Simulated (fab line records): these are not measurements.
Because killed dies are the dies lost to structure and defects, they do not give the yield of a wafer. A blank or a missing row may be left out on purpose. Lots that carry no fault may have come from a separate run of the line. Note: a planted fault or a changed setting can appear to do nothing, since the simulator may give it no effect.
Matching of chambers ; flow nandHarc ; NHARC_A_CHANNEL_FILL_D1_STRIP_28 on rieDiel-07: 4 sister chambers
The step strips in O2, time 20 s. 4 wafers are shown with their chamber, then 9 later ones without.

## WAFERS, EACH WITH ITS CHAMBER
wafer;chamber;showerheadPlenumPTorr (Torr)
L077.3;0;3.73
L081.4;3;3.43
L082.4;2;3.46
L082.6;1;3.58

## WAFERS WHOSE CHAMBER IS MISSING
wafer;showerheadPlenumPTorr (Torr)
L085.3;3.73
L085.5;3.73
L085.6;3.57
L090.1;3.46
L090.4;3.73
L090.5;3.73
L092.1;3.57
L092.3;3.73
L092.6;3.73

## WHICH CHAMBER EACH ONE RAN IN
wafer;from the rows above;in truth
L085.3;0;0
L085.5;0;0
L085.6;1;1
L090.1;2;2
L090.4;0;0
L090.5;0;0
L092.1;1;1
L092.3;0;0
L092.6;0;0
Correct placement for 9 of the 9. Not placeable from these rows: 0. Placed wrongly: 0.
How it was worked out, from the rows above alone: a wafer's distance from a chamber is the root of the sum, over the readings, of the square of ((its reading less the chamber's mean) divided by the reading's scatter). The wafer belongs to the nearest chamber; if the next one is less than 2 further off, it can't be placed. For every chamber, the mean is computed from those of its wafers that are shown. The scatter: root of mean squared gap, hidden wafer to nearest shown wafer, with one shown wafer a chamber.
